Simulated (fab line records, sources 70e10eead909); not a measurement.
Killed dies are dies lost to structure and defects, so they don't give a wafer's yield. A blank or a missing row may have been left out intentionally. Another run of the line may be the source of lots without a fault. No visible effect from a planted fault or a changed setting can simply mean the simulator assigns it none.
Matching of chambers | flow nand harc | NHARC_A_DECK1_JOINT_CMP_02 on cmp-04 has 4 sister chambers
The step polishes SiOx. 22 wafers are shown with their chamber, then 11 later ones without.

## EACH WAFER AND ITS CHAMBER
wafer  | chamber | motor current A (A) | retaining ring pressure frac
L075.2 | 0       | 11.2                | 0.989
L075.5 | 1       | 13.3                | 0.992
L075.6 | 0       | 11.8                | 1.000
L077.4 | 2       | 12.8                | 0.996
L077.5 | 0       | 11.7                | 1.001
L077.6 | 3       | 13.4                | 0.993
L078.3 | 2       | 12.7                | 1.000
L078.5 | 3       | 13.5                | 0.999
L078.6 | 2       | 13.2                | 1.002
L081.2 | 3       | 13.7                | 1.000
L081.5 | 0       | 11.2                | 0.999
L081.6 | 3       | 13.2                | 1.001
L083.1 | 1       | 12.5                | 1.004
L083.2 | 2       | 12.3                | 0.996
L083.3 | 0       | 11.6                | 0.996
L084.2 | 0       | 11.5                | 1.002
L084.3 | 2       | 13.1                | 1.002
L084.6 | 2       | 13.0                | 1.000
L086.1 | 0       | 11.5                | 1.008
L086.2 | 1       | 13.0                | 0.991
L086.5 | 3       | 13.5                | 1.002
L087.1 | 2       | 13.4                | 1.005

SIGNATURES (averages over the wafers above)
reading                      | chamber 0 | chamber 1 | chamber 2 | chamber 3 | scatter within a chamber
motor current A              | 11.500    | 12.933    | 12.929    | 13.460    | 0.296
retaining ring pressure frac | 0.99929   | 0.99567   | 1.00014   | 0.99900   | 0.00485
Rule: a wafer's distance from a chamber is the root of the sum, over the readings, of the square of ((its reading less the chamber's mean) divided by the reading's scatter). The wafer belongs to the nearest chamber; if the next one is less than 2 further off, it can't be placed. The scatter: take each reading less its chamber's mean, square it, sum over the shown wafers, divide by the number of wafers less the number of chambers, and take the root.

## WAFERS WHOSE CHAMBER IS MISSING
wafer  | motor current A (A) | retaining ring pressure frac
L087.5 | 13.6                | 1.000
L087.6 | 12.7                | 1.007
L092.1 | 13.2                | 0.989
L092.3 | 13.9                | 0.999
L092.4 | 13.5                | 1.000
L095.3 | 12.9                | 0.999
L095.4 | 12.0                | 1.000
L095.6 | 14.2                | 1.006
L096.1 | 13.6                | 1.000
L096.2 | 13.5                | 0.997
L096.6 | 12.1                | 1.001

## WHICH CHAMBER EACH ONE RAN IN
wafer  | from the rows above          | in truth
L087.5 | can't be placed: 3 or 2 or 1 | 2
L087.6 | can't be placed: 2 or 1 or 3 | 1
L092.1 | can't be placed: 1 or 3 or 2 | 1
L092.3 | can't be placed: 3 or 2 or 1 | 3
L092.4 | can't be placed: 3 or 2 or 1 | 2
L095.3 | can't be placed: 2 or 1 or 3 | 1
L095.4 | can't be placed: 0 or 2 or 1 | 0
L095.6 | can't be placed: 3 or 2 or 1 | 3
L096.1 | can't be placed: 3 or 2 or 1 | 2
L096.2 | can't be placed: 3 or 1 or 2 | 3
L096.6 | can't be placed: 0 or 2 or 1 | 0
Placed correctly: 0 of 11. Can't be placed from these rows: 11 (the true chamber is among the candidates in 11). 0 placed wrongly.
